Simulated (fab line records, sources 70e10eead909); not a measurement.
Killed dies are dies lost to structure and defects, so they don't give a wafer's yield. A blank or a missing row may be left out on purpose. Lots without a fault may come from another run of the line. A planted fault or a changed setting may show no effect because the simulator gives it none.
A struck lot beside a sound one | flow nand_harc | 17 steps out of a route of 1302
Sound: wafers L159.1, L159.2, L159.3. Struck: wafers L163.1, L163.2, L163.3. The cause comes at the end.
At each step with rows: each side's tool, then ch and its chambers, then its first start. Under that, the readings that differ: sound wafers | struck wafers | difference of the means | sigmas: that difference in standard deviations of wafers without a fault.
alike: readings whose means differ by less than 2 such deviations, and words and numbers that are the same on both sides. not compared: withheld readings, readings that some wafer has no value for, bounds like >300 that may hide the same value, and numbers for which the record gives no deviation and whose values overlap.
The two part at a step that has a row with sigmas, a row that says differs or no value, or rows on one side only. Numbers that don't overlap but have no deviation are shown without sigmas and don't part them. A reading that every wafer of one side lacks parts them only if that side has two wafers or more.

NHARC_P_M1_INSPECT_11:
  sound on defect_inspect-01, day 7 19:09; struck on defect_inspect-02, day 9 12:21
  alike: raw_defect_count
then, 1 step without rows for these wafers: NHARC_P_M1_DESCUM_14 (chemistry O2, time 3 s).
NHARC_P_M1_ETCH_35: etches the open film in N2/H2, target depth 40 nm, overetch 12 nm, time 43.94 s.
  sound on rie_diel-13 ch 0,1,3, day 7 19:18; struck on rie_diel-03 ch 0,2,3, day 9 12:30
  reading                | sound    | struck | difference | sigmas
  rf_hours_counter_h (h) | 53 52 52 | 5 5 5  | -47        |
  alike: drypump_motor_current_A, oes_product_au, rf_vpp_V, showerhead_plenum_p_Torr, throttle_valve_pct
NHARC_P_M1_ETCH_15: etches the open film in C4F8/Ar, target depth 182.5 nm, time 91.2 s.
  sound on rie_diel-13 ch 1,2,3; struck on rie_diel-03 ch 1,2,3
  reading                | sound    | struck | difference | sigmas
  rf_hours_counter_h (h) | 52 56 53 | 5 4 5  | -49        |
  alike: oes_product_au, rf_vpp_V
NHARC_P_M1_CD_MEAS_16:
  sound on cd_sem-03, day 7 19:32; struck on cd_sem-02, day 9 12:43
  alike: cd_nm
then, 1 step without rows for these wafers: NHARC_P_M1_STRIP_18 (strips in N2/H2).
NHARC_P_M1_ETCH_28: etches the open film in CF4/N2, target depth 30 nm, time 72.99 s.
  sound on rie_diel-03 ch 0,1,3; struck on rie_diel-13 ch 1,2,3
  reading                | sound | struck | difference | sigmas
  rf_hours_counter_h (h) | 3 4 3 | 8 8 7  | +4         |
  alike: drypump_motor_current_A, oes_product_au, rf_vpp_V, showerhead_plenum_p_Torr, throttle_valve_pct
then, 3 steps without rows for these wafers: NHARC_P_M1_STRIP_19 (strips in post etch residue remover, time 600 s); NHARC_P_M1_DEGAS_29 (time 60 s); NHARC_P_M1_PRE_CLEAN_30 (time 30 s).
NHARC_P_M1_PVD_20: deposits TaN, target thk 5 nm, time 8.06 s.
  sound on pvd_sputter-01; struck on pvd_sputter-03
  alike: bias_v, throttle_valve_pct
NHARC_P_M1_PVD_21: deposits Cu, target thk 30 nm, time 20.49 s.
  sound on pvd_sputter-01; struck on pvd_sputter-03
  alike: throttle_valve_pct
NHARC_P_M1_ECD_22: material Cu, target thk 400 nm.
  sound on ecd_cu-02 ch 0,1, day 7 20:37; struck on ecd_cu-02 ch 0,1, day 9 13:52
  no value came back on the struck wafers for bath_heat_duty_pct (%), bath_temp_c (C); on the sound wafers bath_heat_duty_pct (%) reads 6.7 7.9 6.1
then, 1 step without rows for these wafers: NHARC_P_M1_ANNEAL_31 (time 90 s).
NHARC_P_M1_CMP_23: polishes, t overpolish 20 s, target thk 157.82 nm.
  sound on cmp-04 ch 0,1,2, day 7 21:20; struck on cmp-04 ch 0,2,3, day 9 14:35
  reading                | sound          | struck      | difference | sigmas
  time_to_endpoint_s (s) | 28.2 29.0 27.2 | 3.2 2.3 3.4 | -25.2      | -10
  alike: motor_current_A, pad_life_wafers, slurry_filter_dp_kPa
NHARC_P_M1_THK_MEAS_24: measures by xrf.
  sound on film_metro-02, day 7 21:39; struck on film_metro-02, day 9 15:04
  reading     | sound             | struck         | difference | sigmas
  thk_nm (nm) | 158.5 157.1 157.9 | 29.7 32.0 31.8 | -126.7     | -90
  not compared: hold
NHARC_END_SORT_01:
  the record has rows for the sound wafers here (prober-02 ch 0, day 26 00:43) and none for the struck ones

WHERE THEY PART
First at NHARC_P_M1_ECD_22; last, within this record, at NHARC_END_SORT_01.

WHY: what the simulator had put in
Skipped step whole: ecd_cu-02, from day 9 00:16 on, at NHARC_P_M1_ECD_22. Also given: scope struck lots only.
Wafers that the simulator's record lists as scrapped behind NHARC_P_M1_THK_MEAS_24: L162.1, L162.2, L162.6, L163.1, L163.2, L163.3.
